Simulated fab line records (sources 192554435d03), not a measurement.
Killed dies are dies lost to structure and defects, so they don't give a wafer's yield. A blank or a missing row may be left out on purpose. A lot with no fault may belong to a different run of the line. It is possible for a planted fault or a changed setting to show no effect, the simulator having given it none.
Code-filled problem report in 8D (eight disciplines) form | flow n5_finfet | the parts of the form that need people (team, actions taken, sign-off) are left out
Where a reading is given only as a bound, like >300, the bound stands for it, and a mean or a difference that rests on one is marked > or <: the true number lies beyond.

1. WHAT WENT WRONG
Mean of raw_defect_count at N5_BEOL_M15_INSPECT_55: 548 across 2 wafers in 2 lots; on wafers with no fault it is 63 (standard deviation 24). Relative to the usual mean, that is a shift of +20 standard deviations.
The step: inspects for defects (darkfield).
First observed at day 13 14:12: wafer L281.6, on defect_inspect-01. The record holds 30 wafers of 10 lots with a number at this step. Rule for "out", or "out of limits": more than 4 standard deviations from the usual mean. The rest of the wafers with a number are treated as sound.

2. WHAT IT IS AND WHAT IT IS NOT
question                    | is                | is not
which readings at this step | raw_defect_count  | -
which lots                  | L281, L282        | L274, L286, L291, L292, L293, L294, L296, L297
which wafers of those lots  | L281.6, L282.2    | L281.4, L281.5, L282.3, L282.6
read on which gauges        | defect_inspect-01 | defect_inspect-02
when                        | from day 13 14:12 | up to then (5 sound wafers); but 23 sound wafers of L282, L286, L291, L292, L293, L294, L296, L297 came after

3. WHAT RULES OUT EACH SUSPECT
Counting: if a tool at a process step up to the reading ran every lot that is out, it stays a suspect. Sound lots after the first of them don't rule it out here, since some wafers of a struck lot are sound.
- the gauge at N5_BEOL_M15_INSPECT_55 has been ruled out. All the wafers that are out were read on defect_inspect-01, but those of them that N5_PASSIVATION_PROBE_49 has rows for are out there too, on other tools.
- pvd_sputter-03 at N5_BEOL_M15_DEGAS_41 (time 60 s): kept. It ran every lot that is out, first L281 (day 13 12:52).
- pecvd-02 at N5_BEOL_M15_DEP_53 (deposits SiCN from 3MS/NH3, target thk 50 nm, time 17.8 s): kept. Every lot that is out went through it, the first being L281 (day 13 14:08); the last sound lot it ran before that was L274 (day 11 08:46).
- pecvd-02, N5_BEOL_M15_DEP_53: wafers that are out in chamber 0, sound lot-mates in chambers 1, 2.
What counting leaves: pvd_sputter-03 at N5_BEOL_M15_DEGAS_41 and pecvd-02 at N5_BEOL_M15_DEP_53.

4. THE CAUSE (what the simulator had put in)
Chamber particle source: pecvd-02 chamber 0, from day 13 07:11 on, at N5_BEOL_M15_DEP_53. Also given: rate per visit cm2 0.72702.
This tool is one of the 2 suspects left after counting.

5. THE EFFECT CHAIN, in route order
Each row: a reading whose mean over the struck wafers that have a number lies more than 3 standard deviations from the usual. Scope: only readings with a usual standard deviation given in the record; hours: median across lots of the time from each lot's start at the first step in this table that gives one to its start at this step; sigmas: change in usual standard deviations.
hours | step                        | reading              | usual  | on struck wafers | change | sigmas
0     | N5_BEOL_M15_INSPECT_55      | raw_defect_count     | 63     | 548              | +486   | +20
7     | N5_MIM_TOP_LITHO_INSPECT_12 | raw_defect_count     | 2.0    | >300             | >+298  | +99 or more
17    | N5_PASSIVATION_PROBE_49     | defect_limited_yield | 91.3 % | 82.0             | -9.3   | -7.2
17    | N5_PASSIVATION_PROBE_49     | killed_at_M4_up      | 15     | 132              | +116   | +22
17    | N5_PASSIVATION_PROBE_49     | killed_dies          | 102    | 212              | +110   | +7.4
17    | N5_PASSIVATION_PROBE_49     | sort_bin_5_function  | 5.1 %  | 11.5             | +6.4   | +7.2
17    | N5_PASSIVATION_PROBE_49     | sort_n_pass          | 1078   | 968              | -110   | -7.4
17    | N5_PASSIVATION_PROBE_49     | sort_yield_pct       | 91.3 % | 82.0             | -9.3   | -7.2
It contains these process steps:
- N5_PASSIVATION_PROBE_49

6. WHAT WOULD HAVE CAUGHT IT SOONER
In this record the first reading out of limits at a measuring or inspecting step was taken at day 13 14:12, 7 hours after the fault began at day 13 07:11.
Tool readings at N5_BEOL_M15_DEP_53 with a usual standard deviation given in the record: none out on any struck wafer, hence no alarm at a limit of 4 standard deviations on them.
Among the 2 lots that are out, L282 began N5_BEOL_M15_DEP_53 on pecvd-02 after day 13 14:12. It would have been spared by a hold on the tool at that moment.
